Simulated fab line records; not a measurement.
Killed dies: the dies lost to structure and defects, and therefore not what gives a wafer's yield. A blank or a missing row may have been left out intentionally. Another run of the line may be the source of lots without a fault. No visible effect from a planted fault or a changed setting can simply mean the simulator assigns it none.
Matching of chambers + flow n5-finfet + 4 sister chambers for N5_MIM_TOP_ETCH_STRIP_01 on rie-diel-06
The step strips in O2. 4 wafers are shown with their chamber, then 11 later ones without.

== WAFERS PAIRED WITH THEIR CHAMBERS ==
| wafer  | chamber | drypump-motor-current-A (A) |
|--------|---------|-----------------------------|
| L084.3 | 0       | 5.7                         |
| L084.6 | 1       | 5.7                         |
| L088.5 | 3       | 5.1                         |
| L089.2 | 2       | 6.8                         |

== WAFERS WITHOUT THEIR CHAMBER ==
| wafer  | drypump-motor-current-A (A) |
|--------|-----------------------------|
| L089.5 | 5.7                         |
| L089.6 | 6.8                         |
| L092.1 | 5.2                         |
| L092.2 | 6.7                         |
| L092.5 | 5.7                         |
| L094.2 | 5.2                         |
| L094.3 | 5.8                         |
| L094.4 | 5.7                         |
| L093.1 | 5.7                         |
| L093.4 | 5.7                         |
| L093.5 | 6.7                         |

== WHICH CHAMBER EACH ONE RAN IN ==
| wafer  | from the rows above     | in truth |
|--------|-------------------------|----------|
| L089.5 | can't be placed: 0 or 1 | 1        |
| L089.6 | 2                       | 2        |
| L092.1 | 3                       | 3        |
| L092.2 | 2                       | 2        |
| L092.5 | can't be placed: 0 or 1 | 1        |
| L094.2 | 3                       | 3        |
| L094.3 | can't be placed: 0 or 1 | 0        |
| L094.4 | can't be placed: 0 or 1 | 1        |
| L093.1 | can't be placed: 0 or 1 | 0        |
| L093.4 | can't be placed: 0 or 1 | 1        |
| L093.5 | 2                       | 2        |
Correctly placed: 5 of 11. These rows do not allow placing 6 (true chamber among the candidates in 6). 0 placed wrongly.
How it was worked out, from the rows above alone: a wafer's distance from a chamber is the root of the sum, over the readings, of the square of ((its reading less the chamber's mean) divided by the reading's scatter). If the next closest chamber is less than 2 further off than the closest, the wafer can't be placed; otherwise it belongs to the closest. A chamber's mean is the mean of its shown wafers. The scatter: with one shown wafer a chamber, the root of the mean of the squares of how far each hidden wafer lies from its nearest shown one.
